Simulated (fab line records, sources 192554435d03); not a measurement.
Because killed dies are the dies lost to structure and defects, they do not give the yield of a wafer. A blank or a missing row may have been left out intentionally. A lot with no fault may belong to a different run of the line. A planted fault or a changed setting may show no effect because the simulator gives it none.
Matching of chambers | flow n5 finfet | N5_BEOL_M0_SAQP_ILD_DEP_01 on pecvd-03 has 3 sister chambers
The step deposits SiOC from DEMS/O2, target thk 45.419 nm, time 8.7 s. 6 wafers are shown with their chamber, then 7 later ones without.

WAFERS PAIRED WITH THEIR CHAMBERS
wafer  | chamber | throttle valve pct (%) | heater power w (W)
L084.3 | 0       | 12.1                   | 390
L086.5 | 0       | 12.2                   | 341
L087.3 | 1       | 13.3                   | 481
L087.5 | 2       | 11.3                   | 504
L092.4 | 1       | 13.5                   | 557
L092.5 | 2       | 11.2                   | 417

WAFERS MISSING THEIR CHAMBER
wafer  | throttle valve pct (%) | heater power w (W)
L092.6 | 12.2                   | 415
L095.2 | 11.0                   | 434
L095.3 | 13.3                   | 508
L095.6 | 11.5                   | 426
L097.2 | 12.1                   | 346
L097.3 | 11.4                   | 451
L097.5 | 13.4                   | 589

WHICH CHAMBER EACH ONE RAN IN
wafer  | from the rows above | in truth
L092.6 | 0                   | 0
L095.2 | 2                   | 2
L095.3 | 1                   | 1
L095.6 | 2                   | 2
L097.2 | 0                   | 0
L097.3 | 2                   | 2
L097.5 | 1                   | 1
Correct placement for 7 of the 7. Can't be placed from these rows: 0. Placed wrongly: 0.
How it was worked out, from the rows above alone: a wafer's distance from a chamber is the root of the sum, over the readings, of the square of ((its reading less the chamber's mean) divided by the reading's scatter). The wafer belongs to the nearest chamber; if the next one is less than 2 further off, it can't be placed. A chamber's mean is the mean of its shown wafers. The scatter: take each reading less its chamber's mean, square it, sum over the shown wafers, divide by the number of wafers less the number of chambers, and take the root.
